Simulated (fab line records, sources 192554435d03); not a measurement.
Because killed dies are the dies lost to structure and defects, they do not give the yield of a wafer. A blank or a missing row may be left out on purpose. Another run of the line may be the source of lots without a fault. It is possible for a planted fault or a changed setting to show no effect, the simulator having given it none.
Which of the tools did it? + flow n5_finfet + 18 wafers sampled from 6 lots at 1 step of a route of 1938

## WHAT EACH GAUGE READ, for each wafer
N5_BEOL_M11_OVL_MEAS_29.
| lot  | measured     | on         | V10_OVL (nm)   |
|------|--------------|------------|----------------|
| L705 | day 11 19:54 | overlay-02 | -0.6 0.2 0.3   |
| L704 | day 12 16:43 | overlay-02 | -0.3 -0.8 1.6  |
| L715 | day 13 13:08 | overlay-02 | -0.6 1.0 0.8   |
| L723 | day 16 14:11 | overlay-02 | -0.4 0.2 -0.5  |
| L724 | day 16 22:38 | overlay-01 | 1.3 0.0 1.6    |
| L727 | day 17 06:44 | overlay-02 | -0.1 -0.8 -0.1 |

## WHICH TOOL RAN EACH LOT (tool, then ch and the chambers of the sampled wafers, then the start)
There is no process step in the record ahead of these readings.

## THE ANSWER, worked out from the rows above alone
Rule: the usual values come from the lots themselves. The widest of any qualifying gaps counts: lots, ordered by their means at a reading, are off when they make up no more than a third of the lots, leave a main group of 4 or more, and stand apart from it by 3 or more times the standard deviation of that group's means. The tables above print the reading to a certain number of digits; a main group whose means all agree to those digits is not used. Also off: a lot with no number at a reading for which 4 or more lots have one. Any other lot the step has rows for is counted as sound.
No lot is off on any of the readings shown, so nothing can be concluded from this.

## WHAT THE SIMULATOR HAD PUT IN
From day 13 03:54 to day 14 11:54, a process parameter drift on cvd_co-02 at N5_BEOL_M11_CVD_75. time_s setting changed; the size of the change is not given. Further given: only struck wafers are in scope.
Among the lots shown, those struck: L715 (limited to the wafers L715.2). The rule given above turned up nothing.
